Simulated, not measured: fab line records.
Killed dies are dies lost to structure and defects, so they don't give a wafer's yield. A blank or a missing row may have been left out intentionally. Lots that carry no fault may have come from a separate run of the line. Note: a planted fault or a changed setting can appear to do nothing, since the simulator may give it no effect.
Split-lot experiment :: flow n5 finfet :: route with 1938 steps; 7 lots, 21 wafers read

## ON THE SPLIT
At N5_BEOL_M11_COAT_05 (resist thk 90 nm), the setting spin rpm was moved away from the recipe's 1500 rpm on 5 of the 21 wafers read, by -9.2% to -3.4%. This setting was run at the recipe's value on the other wafers.

## FROM THE SPLIT TO THE READING: what the file shows between them, 4 steps
- N5_BEOL_M11_EBR_07
- N5_BEOL_M11_SOFTBAKE_06: time 60 s
- N5_BEOL_M11_EXPOSE_08: exposes mask M11
- N5_BEOL_M11_PEB_09: peb time 60 s

## THE READING
CAR-ArF_of_BEOL_M11_COAT_05.thk nm (the simulator's own value, which no gauge read), in nm, at N5_BEOL_M11_DEVELOP_10 (develop time 30 s). No usual value for it is given in the file. Across the 16 wafers here that went through the recipe, the average is 88.1 nm and the standard deviation 0.35 nm.

wafer: L075.2
tool, chamber at the split: litho track-03, 0
spin rpm as run, rpm: 1362
against the recipe: -9.2%
CAR-ArF_of_BEOL_M11_COAT_05.thk nm, nm: 92.4
against lot-mates on the recipe: +4.2

wafer: L075.4
tool, chamber at the split: litho track-03, 0
spin rpm as run, rpm: 1500
against the recipe: recipe
CAR-ArF_of_BEOL_M11_COAT_05.thk nm, nm: 88
against lot-mates on the recipe: -

wafer: L075.6
tool, chamber at the split: litho track-03, 0
spin rpm as run, rpm: 1500
against the recipe: recipe
CAR-ArF_of_BEOL_M11_COAT_05.thk nm, nm: 88.4
against lot-mates on the recipe: -

wafer: L078.1
tool, chamber at the split: litho track-02, 0
spin rpm as run, rpm: 1500
against the recipe: recipe
CAR-ArF_of_BEOL_M11_COAT_05.thk nm, nm: 87.8
against lot-mates on the recipe: -

wafer: L078.4
tool, chamber at the split: litho track-02, 0
spin rpm as run, rpm: 1500
against the recipe: recipe
CAR-ArF_of_BEOL_M11_COAT_05.thk nm, nm: 87.6
against lot-mates on the recipe: -

wafer: L078.6
tool, chamber at the split: litho track-02, 0
spin rpm as run, rpm: 1500
against the recipe: recipe
CAR-ArF_of_BEOL_M11_COAT_05.thk nm, nm: 87.6
against lot-mates on the recipe: -

wafer: L082.2
tool, chamber at the split: litho track-02, 0
spin rpm as run, rpm: 1500
against the recipe: recipe
CAR-ArF_of_BEOL_M11_COAT_05.thk nm, nm: 88.6
against lot-mates on the recipe: -

wafer: L082.3
tool, chamber at the split: litho track-02, 0
spin rpm as run, rpm: 1500
against the recipe: recipe
CAR-ArF_of_BEOL_M11_COAT_05.thk nm, nm: 88.8
against lot-mates on the recipe: -

wafer: L082.6
tool, chamber at the split: litho track-02, 0
spin rpm as run, rpm: 1500
against the recipe: recipe
CAR-ArF_of_BEOL_M11_COAT_05.thk nm, nm: 88.4
against lot-mates on the recipe: -

wafer: L084.1
tool, chamber at the split: litho track-02, 0
spin rpm as run, rpm: 1500
against the recipe: recipe
CAR-ArF_of_BEOL_M11_COAT_05.thk nm, nm: 88.2
against lot-mates on the recipe: -

wafer: L084.2
tool, chamber at the split: litho track-02, 0
spin rpm as run, rpm: 1500
against the recipe: recipe
CAR-ArF_of_BEOL_M11_COAT_05.thk nm, nm: 88.2
against lot-mates on the recipe: -

wafer: L084.3
tool, chamber at the split: litho track-02, 0
spin rpm as run, rpm: 1500
against the recipe: recipe
CAR-ArF_of_BEOL_M11_COAT_05.thk nm, nm: 88.6
against lot-mates on the recipe: -

wafer: L087.4
tool, chamber at the split: litho track-03, 0
spin rpm as run, rpm: 1500
against the recipe: recipe
CAR-ArF_of_BEOL_M11_COAT_05.thk nm, nm: 88
against lot-mates on the recipe: -

wafer: L087.6
tool, chamber at the split: litho track-03, 0
spin rpm as run, rpm: 1500
against the recipe: recipe
CAR-ArF_of_BEOL_M11_COAT_05.thk nm, nm: 88
against lot-mates on the recipe: -

wafer: L087.5
tool, chamber at the split: litho track-03, 0
spin rpm as run, rpm: 1500
against the recipe: recipe
CAR-ArF_of_BEOL_M11_COAT_05.thk nm, nm: 87.8
against lot-mates on the recipe: -

wafer: L093.2
tool, chamber at the split: litho track-02, 0
spin rpm as run, rpm: 1363
against the recipe: -9.1%
CAR-ArF_of_BEOL_M11_COAT_05.thk nm, nm: 92.6
against lot-mates on the recipe: +4.6

wafer: L093.4
tool, chamber at the split: litho track-02, 0
spin rpm as run, rpm: 1363
against the recipe: -9.1%
CAR-ArF_of_BEOL_M11_COAT_05.thk nm, nm: 92.4
against lot-mates on the recipe: +4.4

wafer: L093.5
tool, chamber at the split: litho track-02, 0
spin rpm as run, rpm: 1500
against the recipe: recipe
CAR-ArF_of_BEOL_M11_COAT_05.thk nm, nm: 88
against lot-mates on the recipe: -

wafer: L096.1
tool, chamber at the split: litho track-03, 0
spin rpm as run, rpm: 1449
against the recipe: -3.4%
CAR-ArF_of_BEOL_M11_COAT_05.thk nm, nm: 89.8
against lot-mates on the recipe: +1.8

wafer: L096.4
tool, chamber at the split: litho track-03, 0
spin rpm as run, rpm: 1449
against the recipe: -3.4%
CAR-ArF_of_BEOL_M11_COAT_05.thk nm, nm: 89.8
against lot-mates on the recipe: +1.8

wafer: L096.5
tool, chamber at the split: litho track-03, 0
spin rpm as run, rpm: 1500
against the recipe: recipe
CAR-ArF_of_BEOL_M11_COAT_05.thk nm, nm: 88
against lot-mates on the recipe: -

FIT RESULTS
A straight line over all 21 wafers: CAR-ArF_of_BEOL_M11_COAT_05.thk nm changes by -0.475 nm for each +1% of spin rpm; r = -0.98; the points scatter about the line by 0.32 nm.
The same after taking each lot's own level away (the mean of its wafers on the recipe; 21 wafers): -0.483 nm for each +1%; r = -1.00; scatter 0.16 nm.
On that fit, the largest move of spin rpm shifts the reading by 4.4 nm.
The span of the lots' own levels, 87.67 to 88.60 nm, comes to 2.7 times the standard deviation stated above.
Consequently the slope shifts little with the lot-to-lot level, the two slopes agreeing.
Check: +4.57 nm against its lot-mates is what the line predicts for one of the wafers moved furthest among these (-9.2%) when that wafer is left out of the fit. It came out at +4.2 nm against them.

## THE WHOLE CHAIN: every reading that the file lists as answering this split, in the file's order
step: N5_BEOL_M11_COAT_05
what it does: resist thk 90 nm
reading: CAR-ArF_of_BEOL_M11_COAT_05.thk nm (the simulator's own value, which no gauge read)
change (the file's fit): -0.468 nm for each +1% of the setting
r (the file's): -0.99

step: N5_BEOL_M11_DEVELOP_10
what it does: develop time 30 s
reading: CAR-ArF_of_BEOL_M11_COAT_05.thk nm (the simulator's own value, which no gauge read)
change (the file's fit): -0.478 nm for each +1% of the setting
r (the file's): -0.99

## FILE'S OWN FIT
CAR-ArF_of_BEOL_M11_COAT_05.thk nm changes by -0.478 nm for each +1% of spin rpm, r = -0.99.
